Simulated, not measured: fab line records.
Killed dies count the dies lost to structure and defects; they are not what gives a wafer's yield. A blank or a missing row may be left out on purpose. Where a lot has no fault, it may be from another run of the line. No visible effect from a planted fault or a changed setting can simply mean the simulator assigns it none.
3 desks, one fault + flow n5 finfet + each desk has only its own numbers; what lay behind them comes last
Where a reading is given only as a bound, like >300, the bound stands for it, and a mean or a difference that rests on one is marked > or <: the true number lies beyond.

FOR THE TOOL OWNER'S DESK: wet bench-06
The tool's own readings at N5_DUMMY_GATE_PRECLEAN_25 (cleans in O3/DIW, time 45 s): means of the sampled wafers that have a number, for each lot that ran on this tool. A lot is out of limits, marked OUT, if its mean lies more than 4 standard deviations from the usual mean; the brackets give that distance.
Columns: A = bath heat duty pct at N5_DUMMY_GATE_PRECLEAN_25, usual 2.3 %
| lot  | first seen here | A   |
|------|-----------------|-----|
| L324 | day 5 07:17     | 2.3 |
| L325 | day 5 15:23     | 2.3 |
| L327 | day 6 03:20     | 2.0 |
| L331 | day 7 03:22     | 2.5 |
| L332 | day 7 08:58     | 2.3 |
This desk's finding: nothing out of limits on any of the 5 lots.

THE DEFECT DESK
Per lot, the means of the sampled wafers with a number show what the inspections along the route counted. A lot is out of limits, marked OUT, if its mean lies more than 4 standard deviations from the usual mean; the brackets give that distance.
Columns: A = raw defect count at N5_DUMMY_GATE_INSPECT_27, usual 296; B = raw defect count at N5_SPACER0_INSPECT_04, usual 134; C = raw defect count at N5_SD_EPI_N_INSPECT_11, usual 2.2; D = raw defect count at N5_SD_EPI_N_INSPECT_26, usual 201
| lot  | first seen here | A              | B             | C                      | D             |
|------|-----------------|----------------|---------------|------------------------|---------------|
| L315 | day 3 00:49     | 303            | 144           | 2.7                    | 172           |
| L321 | day 4 14:29     | 291            | 153           | 4.0                    | 207           |
| L324 | day 5 07:23     | 300            | 120           | 1.3                    | 200           |
| L325 | day 5 15:34     | 489            | 198           | 2.3                    | 232           |
| L327 | day 6 03:26     | 268            | 115           | 2.7                    | 192           |
| L328 | day 6 13:43     | 311            | 149           | 2.3                    | 219           |
| L331 | day 7 03:28     | 843 (+7.5) OUT | 687 (+18) OUT | >300 (+99 or more) OUT | 726 (+15) OUT |
| L332 | day 7 09:04     | 915 (+8.5) OUT | 718 (+19) OUT | >300 (+99 or more) OUT | 808 (+17) OUT |
This desk finds L331, L332 out of limits, L331 being first, at day 7 03:28 (raw defect count at N5_DUMMY_GATE_INSPECT_27). L315, L321, L324, L325, L327, L328: within limits.

METROLOGY DESK
What the gauges read for every lot (on any tool): the sampled wafers with a number, averaged. A lot is out of limits, marked OUT, if its mean lies more than 4 standard deviations from the usual mean; the brackets give that distance. 7 of its 11 readings are shown, namely those furthest out on some lot.
Columns: A = DIBL_P at N5_BEOL_M4_RC_MEAS_101, usual 36.1 mV/V; B = IOFF_N at N5_BEOL_M4_RC_MEAS_101, usual 0.16 nA/um; C = IOFF_P at N5_BEOL_M4_RC_MEAS_101, usual 0.22 nA/um; D = ION_P at N5_BEOL_M4_RC_MEAS_101, usual 463 uA/um; E = SS_P at N5_BEOL_M4_RC_MEAS_101, usual 73.2 mV/dec; F = VT_N at N5_BEOL_M4_RC_MEAS_101, usual 250 mV; G = VT_P at N5_BEOL_M4_RC_MEAS_101, usual -250 mV
| lot  | first seen here | A    | B    | C    | D   | E    | F   | G    |
|------|-----------------|------|------|------|-----|------|-----|------|
| L315 | day 2 23:22     | 37.2 | 0.14 | 0.17 | 449 | 72.9 | 252 | -255 |
| L321 | day 4 13:15     | 36.7 | 0.15 | 0.20 | 458 | 73.2 | 252 | -251 |
| L324 | day 5 06:05     | 37.8 | 0.16 | 0.25 | 469 | 73.3 | 248 | -246 |
| L325 | day 5 13:53     | 36.2 | 0.17 | 0.22 | 465 | 73.6 | 248 | -250 |
| L327 | day 6 01:02     | 34.6 | 0.15 | 0.22 | 468 | 72.6 | 250 | -245 |
| L328 | day 6 11:23     | 40.1 | 0.23 | 0.27 | 470 | 74.2 | 244 | -249 |
| L331 | day 7 02:02     | 34.3 | 0.14 | 0.19 | 457 | 72.8 | 251 | -251 |
| L332 | day 7 07:39     | 36.1 | 0.13 | 0.20 | 463 | 73.0 | 253 | -251 |
This desk's finding: nothing out of limits on any of the 8 lots.

TAKEN TOGETHER
The defect desk could have raised an alarm at day 7 03:28, on L331, L332.
The desk of the tool owner found nothing out of limits.
The metrology desk saw nothing out of limits.
Tool owner's desk: L331, L332 on record, inside its limits.
The metrology desk has L331, L332 on record, within its limits.
Of the lots named, all ran N5_DUMMY_GATE_PRECLEAN_25 on wet bench-06.

WHAT THE SIMULATOR HAD PUT IN
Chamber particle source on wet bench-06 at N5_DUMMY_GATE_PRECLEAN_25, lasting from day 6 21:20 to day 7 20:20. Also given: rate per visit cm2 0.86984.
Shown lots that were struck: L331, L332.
Hours from the fault's start to each desk's first reading out of limits: the defect desk, 6.
